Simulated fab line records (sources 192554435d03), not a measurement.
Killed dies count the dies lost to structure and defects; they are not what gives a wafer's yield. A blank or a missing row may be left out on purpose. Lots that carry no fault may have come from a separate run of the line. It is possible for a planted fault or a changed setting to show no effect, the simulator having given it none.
Split-lot experiment + flow n5_finfet + 7 lots, 21 wafers read, on a route of 1938 steps

ABOUT THE SPLIT
At N5_MOL_CONTACT_COAG_VIA_ETCH_117 (etches SiO2 in C4F6/O2, target depth 40 nm, overetch 8 nm, time 26 s), the setting bias_w was moved away from the recipe's 455 W on 5 of the 21 wafers read, by +12.3% to +16.6%. For the rest of the wafers, this setting stayed at what the recipe calls for.

The reading comes from the split's own step.

THE READING
rf_vpp_V, in V, at N5_MOL_CONTACT_COAG_VIA_ETCH_117 (etches SiO2 in C4F6/O2, target depth 40 nm, overetch 8 nm, time 26 s). Typical for fault-free wafers on this fab line: 1588 V, with standard deviation 16 V.

| wafer  | tool, chamber at the split | bias_w as run, W | against the recipe | rf_vpp_V, V | against lot-mates on the recipe |
|--------|----------------------------|------------------|--------------------|-------------|---------------------------------|
| L075.1 | rie_diel-04, 1             | 455              | recipe             | 1591        | -                               |
| L075.2 | rie_diel-04, 3             | 455              | recipe             | 1587        | -                               |
| L075.4 | rie_diel-04, 0             | 455              | recipe             | 1589        | -                               |
| L084.4 | rie_diel-06, 2             | 455              | recipe             | 1579        | -                               |
| L084.5 | rie_diel-06, 2             | 455              | recipe             | 1580        | -                               |
| L084.6 | rie_diel-06, 3             | 455              | recipe             | 1606        | -                               |
| L085.1 | rie_diel-06, 0             | 455              | recipe             | 1568        | -                               |
| L085.3 | rie_diel-06, 2             | 455              | recipe             | 1581        | -                               |
| L085.4 | rie_diel-06, 1             | 530.6            | +16.6%             | 1757        | +182                            |
| L089.1 | rie_diel-06, 1             | 455              | recipe             | 1567        | -                               |
| L089.4 | rie_diel-06, 0             | 455              | recipe             | 1570        | -                               |
| L089.5 | rie_diel-06, 1             | 455              | recipe             | 1569        | -                               |
| L090.1 | rie_diel-04, 2             | 510.8            | +12.3%             | 1731        | no lot-mate on the recipe       |
| L090.2 | rie_diel-04, 3             | 510.8            | +12.3%             | 1726        | no lot-mate on the recipe       |
| L090.3 | rie_diel-04, 1             | 510.8            | +12.3%             | 1733        | no lot-mate on the recipe       |
| L091.1 | rie_diel-03, 1             | 455              | recipe             | 1603        | -                               |
| L091.2 | rie_diel-03, 3             | 529.8            | +16.4%             | 1792        | +208                            |
| L091.6 | rie_diel-03, 0             | 455              | recipe             | 1565        | -                               |
| L097.2 | rie_diel-03, 0             | 455              | recipe             | 1566        | -                               |
| L097.3 | rie_diel-03, 2             | 455              | recipe             | 1619        | -                               |
| L097.4 | rie_diel-03, 3             | 455              | recipe             | 1601        | -                               |

THE FIT
A straight line over all 21 wafers: rf_vpp_V changes by +11.7 V for each +1% of bias_w; r = +0.98; the points scatter about the line by 16 V.
The same after taking each lot's own level away (the mean of its wafers on the recipe; 18 wafers): +11.8 V for each +1%; r = +0.98; scatter 14 V.
According to that fit, moving bias_w by its largest amount changes the reading by 2e+02 V.
Measured against the standard deviation above, the lots' own levels, which go from 1568.7 to 1595.3 V, span 1.7 times it.
The two slopes agree, so the slope changes little with the lot-to-lot level.
Check: for one of the wafers moved furthest among these (+16.6%), held out of the fit, the line's prediction against its lot-mates is +210 V. Against them it came out at +182 V.
Tool readings at the split's step, against how far the setting was moved: rf_vpp_V r = +0.98.

THESE WAFERS: OTHER SPLITS
Other splits were also applied to these wafers ahead of the reading. Each is held against what the fit with the lots' levels taken away leaves over:
| other split on the same wafers         | wafers away from the commonest value | r with rf_vpp_V (lot level and that fit taken away) |
|----------------------------------------|--------------------------------------|-----------------------------------------------------|
| N5_MOL_CONTACT_COAG_ETCH_15 source_w   | 7                                    | -0.01                                               |
| N5_MOL_CONTACT_COAG_ALD_133 ald_cycles | 7                                    | -0.35                                               |

THE FILE'S OWN FIT
rf_vpp_V changes by +11.8 V for each +1% of bias_w, r = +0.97.
